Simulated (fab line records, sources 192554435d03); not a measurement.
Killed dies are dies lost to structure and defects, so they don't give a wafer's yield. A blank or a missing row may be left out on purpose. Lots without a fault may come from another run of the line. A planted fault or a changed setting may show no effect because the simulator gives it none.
A struck lot beside a sound one | flow n5_finfet | 38 steps out of a route of 1938
Sound: wafers L882.2, L882.3, L882.5. Struck: wafer L876.4. (L876.5 of the same lot was not struck and is left out.) The cause comes at the end.
At each step with rows: each side's tool, then ch and its chambers, then its first start. Under that, the readings that differ: sound wafers | struck wafers | difference of the means | sigmas: that difference in standard deviations of wafers without a fault.
alike: readings whose means differ by less than 2 such deviations, and words and numbers that are the same on both sides. not compared: withheld readings, readings that some wafer has no value for, bounds like >300 that may hide the same value, and numbers for which the record gives no deviation and whose values overlap.
The two part at a step that has a row with sigmas, a row that says differs or no value, or rows on one side only. Numbers that don't overlap but have no deviation are shown without sigmas and don't part them. A reading that every wafer of one side lacks parts them only if that side has two wafers or more.

first, 9 steps without rows for these wafers: N5_BEOL_M14_PRE_CLEAN_42 (time 30 s); N5_BEOL_M14_SPUTTER_43 (material TaN, target thk 15 nm, time 24.19 s); N5_BEOL_M14_SPUTTER_44 (material Ta, target thk 15 nm, time 24.19 s); N5_BEOL_M14_SPUTTER_45 (material Cu, target thk 100 nm, time 16.67 s); N5_BEOL_M14_ECD_47 (material Cu, target thk 1248 nm); N5_BEOL_M14_ANNEAL_48 (time 90 s); N5_BEOL_M14_CMP_49 (polishes, stops on SiO2, t overpolish 5.2 s, target thk 560 nm); N5_BEOL_M14_PRE_CLEAN_52 (time 15 s); N5_BEOL_M14_DEP_53 (deposits SiCN from 3MS/NH3, target thk 50 nm, time 17.8 s).
N5_BEOL_M15_ILD_DEP_00: deposits SiO2 from TEOS/O2, target thk 1629.3 nm, time 346.1 s.
  sound on pecvd-02 ch 1,2, day 17 00:49; struck on pecvd-04 ch 0, day 14 20:44
  reading                                       | sound             | struck | difference | sigmas
  run_length_s (s)                              | 387.8 389.0 387.9 | 699.7  | +311.5     | +99 or more
  model.SiO2_of_BEOL_M15_ILD_DEP_00.thk_nm (nm) | 1638 1637 1676    | 3099   | +1449      |
  alike: heater_power_outer_w, heater_power_w, showerhead_plenum_p_Torr, showerhead_vpp_V, susceptor_temp_C, throttle_valve_pct
N5_BEOL_M15_THK_MEAS_01:
  sound on film_metro-02, day 17 01:04; struck on film_metro-01, day 14 20:53
  reading          | sound          | struck | difference | sigmas
  M15_ILD_THK (nm) | 1639 1637 1676 | 3098   | +1447      | +58
then, 10 steps without rows for these wafers: N5_BEOL_M15_COAT_58 (time 60 s, resist thk 89 nm); N5_BEOL_M15_COAT_04 (resist thk 800 nm); N5_BEOL_M15_EBR_06; N5_BEOL_M15_SOFTBAKE_05 (time 60 s); N5_BEOL_M15_EXPOSE_07 (exposes mask V14); N5_BEOL_M15_PEB_08 (peb time 90 s); N5_BEOL_M15_DEVELOP_09 (develop time 45 s); N5_BEOL_M15_HARDBAKE_14 (time 120 s); N5_BEOL_M15_DESCUM_15 (chemistry O2, time 7.9 s); N5_BEOL_M15_ETCH_59 (etches BARC in N2/H2, target depth 89 nm, overetch 26.7 nm, time 67.9 s).
N5_BEOL_M15_VIA_ETCH_16: etches SiO2 in C4F8/O2/Ar, target depth 1792.2 nm.
  sound on rie_diel-01 ch 0,1, day 17 01:32; struck on rie_diel-03 ch 2, day 14 21:22
  reading                                    | sound             | struck | difference | sigmas
  drypump_motor_current_A (A)                | 5.8 5.9 5.8       | 4.9    | -0.9       | -2
  model.etch.depth_nm (nm)                   | 1638 1637 1676    | 3099   | +1449      |
  model.coat_of_BEOL_M15_COAT_04.thk_nm (nm) | 337.2 327.6 327.4 | 0      | -331       |
  alike: O2_flow_sccm, he_outer_torr, mfc_ar_sccm, oes_o_777_au, oes_product_au, rf_vpp_V, showerhead_plenum_p_Torr, throttle_valve_pct
then, 4 steps without rows for these wafers: N5_BEOL_M15_STRIP_63 (strips in O2); N5_BEOL_M15_STRIP_64 (strips in O2); N5_BEOL_M15_STRIP_65 (strips in post etch residue remover, time 60 s); N5_BEOL_M15_SRD_66 (time 30 s, dry time 30 s).
N5_BEOL_M15_CD_MEAS_17: target cd 360 nm.
  sound on cd_sem-01, day 17 01:58; struck on cd_sem-02, day 14 21:46
  reading    | sound             | struck | difference | sigmas
  cd_nm (nm) | 361.1 360.2 361.9 | 373.8  | +12.7      | +6
then, 9 steps without rows for these wafers: N5_BEOL_M15_COAT_56 (time 60 s, resist thk 550 nm); N5_BEOL_M15_ETCH_57 (etches SOC in N2/H2, time 750 s); N5_BEOL_M15_COAT_60 (time 60 s, resist thk 89 nm); N5_BEOL_M15_COAT_22 (resist thk 800 nm); N5_BEOL_M15_EBR_24; N5_BEOL_M15_SOFTBAKE_23 (time 60 s); N5_BEOL_M15_EXPOSE_25 (exposes mask M15, target cd 400 nm); N5_BEOL_M15_PEB_26 (peb time 90 s); N5_BEOL_M15_DEVELOP_27 (develop time 45 s).
N5_BEOL_M15_CMP_49: polishes, stops on SiO2, t overpolish 4.9 s, target thk 850 nm.
  sound on cmp-03 ch 0,1,3, day 17 07:18; struck on cmp-02 ch 2, day 15 01:56
  reading                                       | sound          | struck | difference | sigmas
  model.SiO2_of_BEOL_M15_ILD_DEP_00.thk_nm (nm) | 1558 1559 1598 | 3020   | +1448      |
  alike: head_pressure_psi, motor_current_A
N5_PASSIVATION_PROBE_49:
  the record has rows for the sound wafers here (prober-02, day 17 22:10) and none for the struck ones

WHERE THEY PART
First at N5_BEOL_M15_ILD_DEP_00; last, within this record, at N5_PASSIVATION_PROBE_49.

WHY: what the simulator had put in
Process parameter drift: pecvd-04, from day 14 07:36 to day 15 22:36, at N5_BEOL_M15_ILD_DEP_00. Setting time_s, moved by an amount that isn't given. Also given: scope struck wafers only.
